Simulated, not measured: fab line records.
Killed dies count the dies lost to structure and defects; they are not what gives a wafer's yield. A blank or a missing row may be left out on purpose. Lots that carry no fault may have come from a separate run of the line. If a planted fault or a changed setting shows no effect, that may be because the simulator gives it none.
Lot-split experiment / flow n5 finfet / route with 1938 steps; 7 lots, 39 wafers read

== SPLIT DETAILS ==
At N5_MOL_CONTACT_COAG_ALD_131 (deposits SiO2, target thk 5 nm, pulse time 1 s, co reactant pulse time 1 s), the setting ald cycles was moved away from the recipe's 35 on 12 of the 39 wafers read, by -17.1% to +17.1%. For the rest of the wafers, this setting stayed at what the recipe calls for.

The split's own step is where the reading is taken.

== THE READING ==
SiO2_of_MOL_CONTACT_COAG_ALD_131.thk nm (the simulator's own value, which no gauge read), in nm, at N5_MOL_CONTACT_COAG_ALD_131 (deposits SiO2, target thk 5 nm, pulse time 1 s, co reactant pulse time 1 s). The file does not state a usual value for it.

wafer=L074.1; tool, chamber at the split=ald sin-04, 0,1,2; ald cycles as run=35; against the recipe=recipe; SiO2_of_MOL_CONTACT_COAG_ALD_131.thk nm, nm=5; against lot-mates on the recipe=-
wafer=L074.2; tool, chamber at the split=ald sin-04, 0,1,2; ald cycles as run=35; against the recipe=recipe; SiO2_of_MOL_CONTACT_COAG_ALD_131.thk nm, nm=5; against lot-mates on the recipe=-
wafer=L074.4; tool, chamber at the split=ald sin-04, 0,1,2; ald cycles as run=35; against the recipe=recipe; SiO2_of_MOL_CONTACT_COAG_ALD_131.thk nm, nm=5; against lot-mates on the recipe=-
wafer=L074.3; tool, chamber at the split=ald sin-04, 3,0,3; ald cycles as run=41; against the recipe=+17.1%; SiO2_of_MOL_CONTACT_COAG_ALD_131.thk nm, nm=5.8; against lot-mates on the recipe=+0.8
wafer=L074.5; tool, chamber at the split=ald sin-04, 3,0,3; ald cycles as run=41; against the recipe=+17.1%; SiO2_of_MOL_CONTACT_COAG_ALD_131.thk nm, nm=5.8; against lot-mates on the recipe=+0.8
wafer=L074.6; tool, chamber at the split=ald sin-04, 3,0,3; ald cycles as run=41; against the recipe=+17.1%; SiO2_of_MOL_CONTACT_COAG_ALD_131.thk nm, nm=5.8; against lot-mates on the recipe=+0.8
wafer=L075.1; tool, chamber at the split=ald sin-03, 0,1,3; ald cycles as run=39; against the recipe=+11.4%; SiO2_of_MOL_CONTACT_COAG_ALD_131.thk nm, nm=5.6; against lot-mates on the recipe=+0.6
wafer=L075.4; tool, chamber at the split=ald sin-03, 0,1,3; ald cycles as run=39; against the recipe=+11.4%; SiO2_of_MOL_CONTACT_COAG_ALD_131.thk nm, nm=5.6; against lot-mates on the recipe=+0.6
wafer=L075.5; tool, chamber at the split=ald sin-03, 0,1,3; ald cycles as run=39; against the recipe=+11.4%; SiO2_of_MOL_CONTACT_COAG_ALD_131.thk nm, nm=5.6; against lot-mates on the recipe=+0.6
wafer=L075.2; tool, chamber at the split=ald sin-03, 3,1,0; ald cycles as run=35; against the recipe=recipe; SiO2_of_MOL_CONTACT_COAG_ALD_131.thk nm, nm=5; against lot-mates on the recipe=-
wafer=L075.3; tool, chamber at the split=ald sin-03, 3,1,0; ald cycles as run=35; against the recipe=recipe; SiO2_of_MOL_CONTACT_COAG_ALD_131.thk nm, nm=5; against lot-mates on the recipe=-
wafer=L075.6; tool, chamber at the split=ald sin-03, 3,1,0; ald cycles as run=35; against the recipe=recipe; SiO2_of_MOL_CONTACT_COAG_ALD_131.thk nm, nm=5; against lot-mates on the recipe=-
wafer=L077.1; tool, chamber at the split=ald sin-01, 0,1,3; ald cycles as run=41; against the recipe=+17.1%; SiO2_of_MOL_CONTACT_COAG_ALD_131.thk nm, nm=5.8; against lot-mates on the recipe=+0.8
wafer=L077.2; tool, chamber at the split=ald sin-01, 0,1,3; ald cycles as run=41; against the recipe=+17.1%; SiO2_of_MOL_CONTACT_COAG_ALD_131.thk nm, nm=5.8; against lot-mates on the recipe=+0.8
wafer=L077.5; tool, chamber at the split=ald sin-01, 0,1,3; ald cycles as run=41; against the recipe=+17.1%; SiO2_of_MOL_CONTACT_COAG_ALD_131.thk nm, nm=5.8; against lot-mates on the recipe=+0.8
wafer=L077.3; tool, chamber at the split=ald sin-01, 3,2,2; ald cycles as run=35; against the recipe=recipe; SiO2_of_MOL_CONTACT_COAG_ALD_131.thk nm, nm=5; against lot-mates on the recipe=-
wafer=L077.4; tool, chamber at the split=ald sin-01, 3,2,2; ald cycles as run=35; against the recipe=recipe; SiO2_of_MOL_CONTACT_COAG_ALD_131.thk nm, nm=5; against lot-mates on the recipe=-
wafer=L077.6; tool, chamber at the split=ald sin-01, 3,2,2; ald cycles as run=35; against the recipe=recipe; SiO2_of_MOL_CONTACT_COAG_ALD_131.thk nm, nm=5; against lot-mates on the recipe=-
wafer=L079.1; tool, chamber at the split=ald sin-01, 3,2,1,0,3,0; ald cycles as run=35; against the recipe=recipe; SiO2_of_MOL_CONTACT_COAG_ALD_131.thk nm, nm=5; against lot-mates on the recipe=-
wafer=L079.2; tool, chamber at the split=ald sin-01, 3,2,1,0,3,0; ald cycles as run=35; against the recipe=recipe; SiO2_of_MOL_CONTACT_COAG_ALD_131.thk nm, nm=5; against lot-mates on the recipe=-
wafer=L079.3; tool, chamber at the split=ald sin-01, 3,2,1,0,3,0; ald cycles as run=35; against the recipe=recipe; SiO2_of_MOL_CONTACT_COAG_ALD_131.thk nm, nm=5; against lot-mates on the recipe=-
wafer=L079.4; tool, chamber at the split=ald sin-01, 3,2,1,0,3,0; ald cycles as run=35; against the recipe=recipe; SiO2_of_MOL_CONTACT_COAG_ALD_131.thk nm, nm=5; against lot-mates on the recipe=-
wafer=L079.5; tool, chamber at the split=ald sin-01, 3,2,1,0,3,0; ald cycles as run=35; against the recipe=recipe; SiO2_of_MOL_CONTACT_COAG_ALD_131.thk nm, nm=5; against lot-mates on the recipe=-
wafer=L079.6; tool, chamber at the split=ald sin-01, 3,2,1,0,3,0; ald cycles as run=35; against the recipe=recipe; SiO2_of_MOL_CONTACT_COAG_ALD_131.thk nm, nm=5; against lot-mates on the recipe=-
wafer=L081.1; tool, chamber at the split=ald sin-03, 3,1; ald cycles as run=29; against the recipe=-17.1%; SiO2_of_MOL_CONTACT_COAG_ALD_131.thk nm, nm=4.2; against lot-mates on the recipe=-0.8
wafer=L081.6; tool, chamber at the split=ald sin-03, 3,1; ald cycles as run=29; against the recipe=-17.1%; SiO2_of_MOL_CONTACT_COAG_ALD_131.thk nm, nm=4.2; against lot-mates on the recipe=-0.8
wafer=L081.2; tool, chamber at the split=ald sin-03, 1; ald cycles as run=29; against the recipe=-17.1%; SiO2_of_MOL_CONTACT_COAG_ALD_131.thk nm, nm=4; against lot-mates on the recipe=-1.0
wafer=L081.3; tool, chamber at the split=ald sin-03, 2,0,2; ald cycles as run=35; against the recipe=recipe; SiO2_of_MOL_CONTACT_COAG_ALD_131.thk nm, nm=5; against lot-mates on the recipe=-
wafer=L081.4; tool, chamber at the split=ald sin-03, 2,0,2; ald cycles as run=35; against the recipe=recipe; SiO2_of_MOL_CONTACT_COAG_ALD_131.thk nm, nm=5; against lot-mates on the recipe=-
wafer=L081.5; tool, chamber at the split=ald sin-03, 2,0,2; ald cycles as run=35; against the recipe=recipe; SiO2_of_MOL_CONTACT_COAG_ALD_131.thk nm, nm=5; against lot-mates on the recipe=-
wafer=L085.1; tool, chamber at the split=ald sin-04, 0,1,3; ald cycles as run=35; against the recipe=recipe; SiO2_of_MOL_CONTACT_COAG_ALD_131.thk nm, nm=5; against lot-mates on the recipe=-
wafer=L085.2; tool, chamber at the split=ald sin-04, 0,1,3; ald cycles as run=35; against the recipe=recipe; SiO2_of_MOL_CONTACT_COAG_ALD_131.thk nm, nm=5; against lot-mates on the recipe=-
wafer=L085.4; tool, chamber at the split=ald sin-04, 0,1,3; ald cycles as run=35; against the recipe=recipe; SiO2_of_MOL_CONTACT_COAG_ALD_131.thk nm, nm=5; against lot-mates on the recipe=-
wafer=L089.1; tool, chamber at the split=ald sin-04, 0,3,1,2,0,1; ald cycles as run=35; against the recipe=recipe; SiO2_of_MOL_CONTACT_COAG_ALD_131.thk nm, nm=5; against lot-mates on the recipe=-
wafer=L089.2; tool, chamber at the split=ald sin-04, 0,3,1,2,0,1; ald cycles as run=35; against the recipe=recipe; SiO2_of_MOL_CONTACT_COAG_ALD_131.thk nm, nm=5; against lot-mates on the recipe=-
wafer=L089.3; tool, chamber at the split=ald sin-04, 0,3,1,2,0,1; ald cycles as run=35; against the recipe=recipe; SiO2_of_MOL_CONTACT_COAG_ALD_131.thk nm, nm=5; against lot-mates on the recipe=-
wafer=L089.4; tool, chamber at the split=ald sin-04, 0,3,1,2,0,1; ald cycles as run=35; against the recipe=recipe; SiO2_of_MOL_CONTACT_COAG_ALD_131.thk nm, nm=5; against lot-mates on the recipe=-
wafer=L089.5; tool, chamber at the split=ald sin-04, 0,3,1,2,0,1; ald cycles as run=35; against the recipe=recipe; SiO2_of_MOL_CONTACT_COAG_ALD_131.thk nm, nm=5; against lot-mates on the recipe=-
wafer=L089.6; tool, chamber at the split=ald sin-04, 0,3,1,2,0,1; ald cycles as run=35; against the recipe=recipe; SiO2_of_MOL_CONTACT_COAG_ALD_131.thk nm, nm=5; against lot-mates on the recipe=-
When a row names more than one chamber, that row covers several wafers, and the file does not tell which wafer ran in which chamber.

THE FIT
A straight line over all 39 wafers: SiO2_of_MOL_CONTACT_COAG_ALD_131.thk nm changes by +0.0487 nm for each +1% of ald cycles; r = +1.00; the points scatter about the line by 0.034 nm.
The same after taking each lot's own level away (the mean of its wafers on the recipe; 39 wafers): +0.0487 nm for each +1%; r = +1.00; scatter 0.034 nm.
On that fit, the largest move of ald cycles shifts the reading by 0.83 nm.
The lots' own levels span 5.00 to 5.00 nm.
The two slopes agree, so the slope changes little with the lot-to-lot level.
Check: for one of the wafers moved furthest among these (+17.1%), held out of the fit, the line's prediction against its lot-mates is +0.833 nm. It came out at +0.8 nm against them.

== FURTHER SPLITS ON THESE WAFERS ==
Before the reading, these wafers also passed through other splits. Each is held against what the fit with the lots' levels taken away leaves over:
other split on the same wafers=N5_FIN_SAQP_ETCH_65 time s; wafers away from the commonest value=15; r with SiO2_of_MOL_CONTACT_COAG_ALD_131.thk nm (lot level and that fit taken away)=-0.02
other split on the same wafers=N5_DUMMY_GATE_CVD_03 target thk a; wafers away from the commonest value=33; r with SiO2_of_MOL_CONTACT_COAG_ALD_131.thk nm (lot level and that fit taken away)=+0.35
other split on the same wafers=N5_DUMMY_GATE_ETCH_32 time s; wafers away from the commonest value=15; r with SiO2_of_MOL_CONTACT_COAG_ALD_131.thk nm (lot level and that fit taken away)=+0.13
other split on the same wafers=N5_SD_EPI_N_EPI_21 pressure torr; wafers away from the commonest value=30; r with SiO2_of_MOL_CONTACT_COAG_ALD_131.thk nm (lot level and that fit taken away)=-0.21
other split on the same wafers=N5_SD_EPI_P_ETCH_36 bias w; wafers away from the commonest value=15; r with SiO2_of_MOL_CONTACT_COAG_ALD_131.thk nm (lot level and that fit taken away)=-0.03

== FILE'S OWN FIT ==
SiO2_of_MOL_CONTACT_COAG_ALD_131.thk nm changes by +0.0485 nm for each +1% of ald cycles, r = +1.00.
